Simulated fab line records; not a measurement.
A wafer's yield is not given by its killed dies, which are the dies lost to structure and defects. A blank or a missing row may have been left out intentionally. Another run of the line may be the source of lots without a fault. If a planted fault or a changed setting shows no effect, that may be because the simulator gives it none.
fab line records ; flow n5Finfet
record lots=6; wafers=14; lastDay=18
route steps=1938 shown BEOL_M1@788 BEOL_M4@1111
lots that met no fault: from a run of the same line without faults
startH: hours from the record's first day to the start of the lot's first wafer shown ; waitH: hours elapsed since this lot's preceding step ; " identical to the entry in the row above ; L1.1+2: several wafers, shown together as one row ; - no value, or no start given ; * or withheld: withheld ; < > ~ a bound
route shown NAME@n: a module of which the file shows steps, and the number in the route of the first ; usual: mean and standard deviation over wafers with no fault ; same: alike in all rows ; chamber/n: place in a boat ; sites: the reading at each site ; _std_site: standard deviation across them ; _edge_site: the outer-site mean with the inner-site mean subtracted ; radiusMm: for every site, how far away it sits from the centre of the wafer ; mask NAME#n: copy n ; behind: the last tool/chamber to shape the wafer ; hold: cause of the lot's hold/its duration in hours/its outcome ; device: names the non-switching transistor (n, p or np) ; end of line: the tests these same wafers got at the end of their route ; a step with no rows: only its recipe ; killed: dies that structure and defects cost at the first sort, which is not the same as the wafer's yield ; map: a wafer's dies, x killed, . not, _ none there
set.NAME: the setting that was run; set.NAME@STEP: the one run at that earlier step ; model.NAME: the simulator's own value behind a step, which no gauge read
lots seen at some steps along the route; tables by step, rows by wafer
services: when a tool's chamber went out of use (startH, in hours from the record's first day, below 0 if earlier), for how many hours, and the reason
## steps
# step N5_BEOL_M1_INSPECT_30
# recipe mode=adi; inspectInstrument=brightfield
# usual rawDefectCount=388/86
lot.wafer;tool;chamber;startH;waitH;rawDefectCount
L234.1;defectInspect-01;-;149.85;0.1;650
L234.2;defectInspect-01;-;149.85;0.1;593
L234.5;defectInspect-01;-;149.85;0.1;383
L239.1;defectInspect-01;-;184.59;0.1;509
L239.3;defectInspect-01;-;184.59;0.1;374
L239.5;defectInspect-01;-;184.59;0.1;392
L244.1;defectInspect-02;-;221.19;0.1;373
L244.4;defectInspect-02;-;221.19;0.1;350
L245.4;defectInspect-02;-;221.41;0.0;453
L245.6;defectInspect-02;-;221.41;0.0;351
L250.1;defectInspect-01;-;256.94;0.1;479
L250.5;defectInspect-01;-;256.94;0.1;534
L252.1;defectInspect-01;-;264.23;0.1;326
L252.5;defectInspect-01;-;264.23;0.1;418
# step N5_BEOL_M1_DESCUM_33
# recipe chemistry=O2; timeS=7; sourcePowerW=50; biasPowerW=20; pressureMtorr=20; rfFrequencyHz=2.712e+07; tempC=40; resist=CAR-EUV; o2FlowSccm=225
# step N5_BEOL_M1_ETCH_77
# recipe chemistry=N2/H2; target=underlayer; targetDepthA=65; maskMaterial=CAR-EUV; timeS=5.2; ionEnergyEv=200; pressureMtorr=30; sourceW=840; biasW=150; n2FlowSccm=200; h2FlowSccm=200; ends=cleared
# usual drypumpMotorCurrentA=6.0/0.42; etchRfOnTimeS=5.20/0.19; oesProductAu=0.66/0.083; rfVppV=523.5/2.7; showerheadPlenumPTorr=2.52/0.087; throttleValvePct=17.84/0.27
lot.wafer;tool;chamber;startH;waitH;drypumpMotorCurrentA;etchRfOnTimeS;oesProductAu;rfHoursCounterH;rfVppV;showerheadPlenumPTorr;throttleValvePct
L234.1;rieDiel-02;0;150.07;0.0;6.6;5.14;0.75;42;526.6;2.59;17.32
L234.2;rieDiel-02;2;150.07;0.0;5.7;4.87;0.60;234;520.1;2.41;18.28
L234.5;rieDiel-02;2;150.07;0.0;5.7;4.93;0.59;-;519.8;2.41;18.31
L239.1;rieDiel-01;3;184.94;0.0;5.9;5.44;0.60;204;523.7;2.52;18.03
L239.3;rieDiel-01;0;184.94;0.0;6.2;5.15;0.80;9;527.2;2.57;17.35
L239.5;rieDiel-01;0;184.94;0.0;6.2;5.21;0.80;-;526.9;2.57;17.37
L244.1;rieDiel-02;1;221.25;0.0;5.8;5.23;0.61;172;520.5;2.41;18.11
L244.4;rieDiel-02;0;221.25;0.0;6.7;5.02;0.74;65;524.8;2.58;17.34
L245.4;rieDiel-02;0;221.47;0.0;6.7;5.05;0.73;65;523.3;2.58;17.38
L245.6;rieDiel-02;3;221.47;0.0;5.9;5.32;0.62;-;520.0;2.43;17.76
L250.1;rieDiel-02;2;257.01;0.0;5.7;4.68;0.87;8;529.7;2.72;17.89
L250.5;rieDiel-02;0;257.01;0.0;6.7;5.25;0.71;-;522.7;2.57;17.36
L252.1;rieDiel-01;0;264.30;0.0;6.2;5.22;0.76;31;522.3;2.56;17.37
L252.5;rieDiel-01;2;264.30;0.0;6.0;5.01;0.61;-;525.8;2.62;18.07
# step N5_BEOL_M1_ETCH_69
# recipe chemistry=CF4; target=SiARC; targetDepthA=156; maskMaterial=CAR-EUV; timeS=26; ionEnergyEv=80; pressureMtorr=40; sourceW=545; biasW=36; Ar_flow_sccm=100; cf4FlowSccm=100; ends=cleared
# step N5_BEOL_M1_ALD_98
# recipe material=SiO2; targetThkA=25; tempC=100; aldPrecursorFamily=BDEAS; aldCoReactant=O2-plasma; pulseTimeS=1; coReactantPulseTimeS=1; purgeTimeS=2; coReactantPurgeTimeS=2; aldCycles=17; pressureTorr=2
# usual heaterPowerW=79/9.6; precursorPulseHeightRel=0.996/0.019
lot.wafer;tool;chamber;startH;waitH;heaterPowerW;precursorPulseHeightRel
L234.1;aldSin-01;3;150.17;0.1;68;0.991
L234.2;aldSin-01;2;150.17;0.1;82;0.967
L234.5;aldSin-01;1;150.17;0.1;92;1.028
L239.1;aldSin-02;2;185.04;0.1;67;0.951
L239.3;aldSin-02;1;185.04;0.1;87;0.992
L239.5;aldSin-02;3;185.04;0.1;89;0.997
L244.1;aldSin-01;2;221.45;0.1;85;1.007
L244.4;aldSin-01;3;221.45;0.1;71;1.016
L245.4;aldSin-01;0;221.70;0.2;72;1.021
L245.6;aldSin-01;0;221.70;0.2;74;0.979
L250.1;aldSin-02;0;257.11;0.1;65;1.000
L250.5;aldSin-02;1;257.11;0.1;89;0.981
L252.1;aldSin-01;2;264.56;0.2;85;1.008
L252.5;aldSin-01;0;264.56;0.2;72;1.008
# step N5_BEOL_M1_ETCHBACK_99
# recipe chemistry=CHF3; target=SiO2; targetDepthA=50; timeS=10.4; sourceW=215; biasW=47; Ar_flow_sccm=200; CHF3_flow_sccm=12; ionEnergyEv=100; pressureMtorr=30
# step N5_BEOL_M1_ETCH_70
# recipe chemistry=N2/H2; target=SOC; targetDepthA=800; overetchA=160; maskMaterial=SiARC; tempC=40; timeS=120; ionEnergyEv=200; pressureMtorr=30; sourceW=840; biasW=150; n2FlowSccm=200; h2FlowSccm=200
# usual drypumpMotorCurrentA=6.0/0.42; oesProductAu=0.60/0.068; rfVppV=523.4/2.4; runLengthS=143.3/0.44; showerheadPlenumPTorr=2.52/0.088; throttleValvePct=17.77/0.27
# same timeS=120
lot.wafer;tool;chamber;startH;waitH;drypumpMotorCurrentA;oesProductAu;rfHoursCounterH;rfVppV;runLengthS;showerheadPlenumPTorr;throttleValvePct
L234.1;rieDiel-03;2;154.19;0.0;6.6;0.55;207;522.3;144.0;2.51;17.86
L234.2;rieDiel-03;3;154.19;0.0;6.4;0.55;201;524.9;143.5;2.62;17.88
L234.5;rieDiel-03;0;154.19;0.0;5.3;0.62;-;525.1;143.7;2.55;17.60
L239.1;rieDiel-02;0;185.63;0.0;6.7;0.66;54;525.9;143.2;2.58;17.29
L239.3;rieDiel-02;1;185.63;0.0;5.7;0.57;160;521.4;143.1;2.41;18.03
L239.5;rieDiel-02;3;185.63;0.0;5.8;0.57;-;521.3;143.6;2.43;17.70
L244.1;rieDiel-02;0;224.23;0.0;6.7;0.65;65;525.2;143.0;2.58;17.32
L244.4;rieDiel-02;2;224.23;0.0;5.7;0.76;1;529.2;142.8;2.72;17.83
L245.4;rieDiel-02;2;224.70;0.0;5.7;0.76;1;528.6;142.9;2.72;17.83
L245.6;rieDiel-02;2;224.70;0.0;5.7;0.75;-;527.8;143.4;2.72;17.84
L250.1;rieDiel-01;1;258.55;0.0;6.1;0.67;48;521.4;143.4;2.48;17.79
L250.5;rieDiel-01;0;258.55;0.0;6.2;0.69;-;525.2;143.7;2.56;17.34
L252.1;rieDiel-03;1;268.51;0.0;5.8;0.69;34;522.3;142.2;2.49;17.51
L252.5;rieDiel-03;0;268.51;0.0;5.3;0.60;-;523.6;143.4;2.54;17.65
# step N5_BEOL_M1_STRIP_71
# recipe chemistry=N2/H2; tempC=40; n2FlowSccm=200; h2FlowSccm=200; rfFrequencyHz=6e+07
# step N5_BEOL_M1_STRIP_78
# recipe chemistry=N2/H2; tempC=40; n2FlowSccm=200; h2FlowSccm=200; rfFrequencyHz=6e+07
# step N5_BEOL_M1_VIA_ETCH_34
# recipe chemistry=C4F6/O2; targetDepthA=678; maskMaterial=SOC; pressureMtorr=15; ionEnergyEv=250; taperDeg=4; timeS=64.4; sourceW=350; biasW=170; Ar_flow_sccm=300; C4F6_flow_sccm=10; O2_flow_sccm=10
# step N5_BEOL_M1_STRIP_83
# recipe chemistry=C4F6/O2; resist=SiARC; rfFrequencyHz=6e+07
# step N5_BEOL_M1_STRIP_36
# recipe chemistry=N2/H2; powerW=450; tempC=40; pressureMtorr=20; rfFrequencyHz=6e+07; overashFraction=0.3; biasPowerW=7; h2Frac=0.5; n2FlowSccm=200; h2FlowSccm=200
# usual drypumpMotorCurrentA=6.0/0.42; oesProductAu=0.79/0.099; rfVppV=59.0/1.4; showerheadPlenumPTorr=2.52/0.088; throttleValvePct=23.5/0.33
lot.wafer;tool;chamber;startH;waitH;drypumpMotorCurrentA;oesProductAu;rfHoursCounterH;rfVppV;showerheadPlenumPTorr;throttleValvePct
L234.1;rieDiel-03;2;154.35;0.0;6.6;0.72;208;58.7;2.51;23.6
L234.2;rieDiel-03;3;154.35;0.0;6.5;0.71;201;59.5;2.61;23.7
L234.5;rieDiel-03;0;154.35;0.0;5.3;0.81;-;59.1;2.55;23.3
L239.1;rieDiel-02;0;185.79;0.0;6.7;0.89;54;60.5;2.58;23.0
L239.3;rieDiel-02;1;185.79;0.0;5.7;0.74;160;57.1;2.41;23.8
L239.5;rieDiel-02;3;185.79;0.0;5.8;0.74;-;61.0;2.43;23.6
L244.1;rieDiel-02;0;224.39;0.0;6.6;0.86;66;58.2;2.57;23.0
L244.4;rieDiel-02;2;224.39;0.0;5.7;1.02;1;58.7;2.71;23.8
L245.4;rieDiel-02;2;224.86;0.0;5.7;1.04;1;58.7;2.72;23.8
L245.6;rieDiel-02;2;224.86;0.0;5.7;1.03;-;61.8;2.71;23.8
L250.1;rieDiel-01;1;258.71;0.0;6.0;0.88;48;59.4;2.47;23.6
L250.5;rieDiel-01;0;258.71;0.0;6.2;0.90;-;57.8;2.56;23.0
L252.1;rieDiel-03;1;268.67;0.0;5.9;0.91;34;58.6;2.48;23.2
L252.5;rieDiel-03;0;268.67;0.0;5.3;0.77;-;58.7;2.53;23.4
# step N5_BEOL_M1_TRENCH_ETCH_37
# recipe chemistry=C4F6/O2; targetDepthA=552.07; target=SiOC; timeS=29; ionEnergyEv=250; pressureMtorr=30; sourceW=355; biasW=185; Ar_flow_sccm=300; C4F6_flow_sccm=10; O2_flow_sccm=10
# usual drypumpMotorCurrentA=6.0/0.42; oesProductAu=0.79/0.099; rfVppV=669/21; runLengthS=52.3/0.43; showerheadPlenumPTorr=2.82/0.092; throttleValvePct=20.80/0.28
lot.wafer;tool;chamber;startH;waitH;drypumpMotorCurrentA;oesProductAu;rfHoursCounterH;rfVppV;runLengthS;showerheadPlenumPTorr;throttleValvePct;model.BEOL_M1.featureDepthNm;model.etch.depthNm
L234.1;rieDiel-03;2;154.39;-;6.6;0.72;208;680;52.5;2.78;20.62;55.2;55.26
L234.2;rieDiel-03;3;154.39;-;6.4;0.71;201;618;52.3;2.91;20.73;54.6;54.51
L234.5;rieDiel-03;0;154.39;-;5.2;0.81;-;677;52.3;2.84;20.59;53.8;53.71
L239.1;rieDiel-02;0;185.83;-;6.7;0.87;54;652;52.1;2.90;20.47;56.2;56.28
L239.3;rieDiel-02;1;185.83;-;5.7;0.74;160;647;52.3;2.74;21.30;54.4;54.42
L239.5;rieDiel-02;3;185.83;-;5.9;0.75;-;706;52.2;2.71;20.53;54.6;54.64
L244.1;rieDiel-02;0;224.43;-;6.6;0.87;66;651;50.1;2.89;20.50;53.2;53.27
L244.4;rieDiel-02;2;224.43;-;5.7;1.06;1;682;49.9;3.01;20.84;57;57.09
L245.4;rieDiel-02;2;224.90;-;5.7;1.06;1;681;50.0;3.01;20.84;57;56.91
L245.6;rieDiel-02;2;224.90;-;5.7;1.06;-;680;52.7;3.01;20.81;60.8;60.86
L250.1;rieDiel-01;1;258.75;-;6.1;0.87;48;665;52.6;2.78;20.93;53.8;53.9
L250.5;rieDiel-01;0;258.75;-;6.2;0.90;-;656;53.3;2.90;20.65;55.4;55.31
L252.1;rieDiel-03;1;268.71;-;5.8;0.90;34;688;51.6;2.78;20.64;55;54.93
L252.5;rieDiel-03;0;268.71;-;5.2;0.77;-;676;52.4;2.83;20.67;54.2;54.11
# step N5_BEOL_M1_ETCH_41
# recipe chemistry=CH3F/O2; target=SiCN; targetDepthA=319; taperDeg=2; timeS=57.8; ionEnergyEv=120; maskMaterial=TiN; pressureMtorr=30; sourceW=395; biasW=75; Ar_flow_sccm=150; CH3F_flow_sccm=30; O2_flow_sccm=20
# usual drypumpMotorCurrentA=6.0/0.42; oesProductAu=0.79/0.1; rfVppV=297.0/1.6; runLengthS=81.0/0.4; showerheadPlenumPTorr=1.98/0.068; throttleValvePct=16.30/0.26
# same timeS=57.8
lot.wafer;tool;chamber;startH;waitH;drypumpMotorCurrentA;oesProductAu;rfHoursCounterH;rfVppV;runLengthS;showerheadPlenumPTorr;throttleValvePct
L234.1;rieDiel-03;2;-;-;6.6;0.73;208;297.0;81.8;1.96;16.24
L234.2;rieDiel-03;3;-;-;6.4;0.70;201;298.0;81.2;2.05;16.31
L234.5;rieDiel-03;0;-;-;5.2;0.80;-;298.1;81.2;2.00;16.16
L239.1;rieDiel-02;0;-;-;6.7;0.88;54;298.4;80.6;2.04;15.95
L239.3;rieDiel-02;1;-;-;5.7;0.73;160;294.8;80.9;1.92;16.77
L239.5;rieDiel-02;3;-;-;5.8;0.74;-;294.1;80.9;1.90;16.11
L244.1;rieDiel-02;0;-;-;6.7;0.86;66;297.4;80.4;2.04;15.98
L244.4;rieDiel-02;2;-;-;5.7;1.07;1;300.3;80.8;2.12;16.25
L245.4;rieDiel-02;2;-;-;5.7;1.06;1;300.8;80.6;2.12;16.24
L245.6;rieDiel-02;2;-;-;5.7;1.05;-;300.2;80.6;2.12;16.24
L250.1;rieDiel-01;1;-;-;6.0;0.87;48;295.1;81.4;1.95;16.31
L250.5;rieDiel-01;0;-;-;6.2;0.90;-;298.6;81.4;2.04;16.08
L252.1;rieDiel-03;1;-;-;5.8;0.89;34;297.6;80.7;1.95;16.09
L252.5;rieDiel-03;0;-;-;5.2;0.76;-;295.7;80.9;1.99;16.23
# step N5_BEOL_M4_RC_MEAS_101
# usual DIBL_N=36.1/2; DIBL_P=36.3/2.5; IOFF_N=0.16/0.037; IOFF_P=0.21/0.039; ION_N=678/15; ION_P=465/8.7; SS_N=71.4/0.7; SS_P=73.3/0.74; VT_N=249/3.6; VT_P=-250.0/2.9
lot.wafer;tool;chamber;startH;waitH;DIBL_N[mV/V];DIBL_P[mV/V];IOFF_N[nA/um];IOFF_P[nA/um];ION_N[uA/um];ION_P[uA/um];SS_N[mV/dec];SS_P[mV/dec];VT_N[mV];VT_P[mV]
L234.1;prober-02;0;197.80;0.0;33.9;35.8;0.13;0.19;665;464;71.0;72.8;254;-252.9
L234.2;prober-02;0;197.80;0.0;36.1;37.4;0.16;0.20;682;467;71.2;73.4;251;-253.5
L234.5;prober-02;0;197.80;0.0;33.3;34.6;0.12;0.18;668;462;70.1;73.2;255;-254.2
L239.1;prober-02;0;238.76;0.0;38.3;37.1;0.21;0.25;692;466;72.3;74.3;245;-248.0
L239.3;prober-02;0;238.76;0.0;36.3;35.6;0.16;0.21;692;472;72.3;73.4;250;-250.9
L239.5;prober-02;0;238.76;0.0;38.0;38.4;0.20;0.27;717;484;72.4;74.0;246;-247.1
L245.4;prober-02;0;284.42;0.5;35.1;36.4;0.14;0.18;683;468;71.0;73.1;250;-252.0
L245.6;prober-02;0;284.42;0.5;32.7;32.8;0.12;0.14;663;449;70.2;72.4;252;-257.2
L244.1;prober-02;0;284.88;0.5;37.0;37.8;0.20;0.24;703;472;70.9;73.6;247;-248.4
L244.4;prober-02;0;284.88;0.5;37.1;37.5;0.20;0.23;690;469;71.7;72.8;246;-248.3
L250.1;prober-02;0;306.06;0.0;36.8;38.6;0.19;0.22;713;477;71.3;74.0;245;-247.3
L250.5;prober-02;0;306.06;0.0;36.4;38.1;0.18;0.21;700;469;70.8;73.5;247;-251.2
L252.1;prober-02;0;313.10;0.0;34.4;35.3;0.13;0.20;663;456;70.3;73.5;250;-248.7
L252.5;prober-02;0;313.10;0.0;32.6;32.2;0.11;0.16;674;474;70.5;72.4;252;-252.8
## services
tool;chamber;startH;hours;kind
rieDiel-03;1;142.19;-;clean
rieDiel-03;1;142.19;-;consumableReplace:focusRing
rieDiel-03;1;142.19;18.4;scheduledDown
rieDiel-03;1;142.19;18.4;ventCycle
rieDiel-01;0;143.73;-;clean
rieDiel-01;0;143.73;-;consumableReplace:focusRing
rieDiel-01;0;143.73;12.9;scheduledDown
rieDiel-01;0;143.73;12.9;ventCycle
aldSin-01;-;157.80;2.8;pm
rieDiel-02;3;159.82;13.2;repair
aldSin-02;-;164.05;2.8;repair
rieDiel-01;-;185.38;2.8;pm
rieDiel-02;2;203.25;-;clean
rieDiel-02;2;203.25;-;consumableReplace:focusRing
rieDiel-02;2;203.25;-;consumableReplace:showerhead
rieDiel-02;2;203.25;16.7;scheduledDown
rieDiel-02;2;203.25;16.7;ventCycle
rieDiel-01;1;203.57;9.8;repair
aldSin-02;3;240.44;10.8;repair
aldSin-01;-;248.83;0.2;repair
rieDiel-01;3;254.41;9.7;repair
rieDiel-02;3;255.88;9.2;repair
aldSin-01;1;268.27;8.8;repair
## key
firstSign step=N5_BEOL_M1_TRENCH_ETCH_37; reading=runLengthS; direction=down; sigmas=5.2; usual=*; struck=*
effect none on later readings
modelEffect step=N5_BEOL_M1_TRENCH_ETCH_37; value=BEOL_M1.featureDepthNm; without=59.53; struck=55.73
metAt N5_BEOL_M1_TRENCH_ETCH_37
struckWafers L244.1,L244.4,L245.4
onsetBetween 185.83 224.43
fault kind=processParameterDrift; tool=rieDiel-02; chamber=-; onsetH=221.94; steps=N5_BEOL_M1_TRENCH_ETCH_37; channel=timeS; offset=*; shape=step; endH=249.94; scope=struckWafersOnly; actsIn=*; stated=*
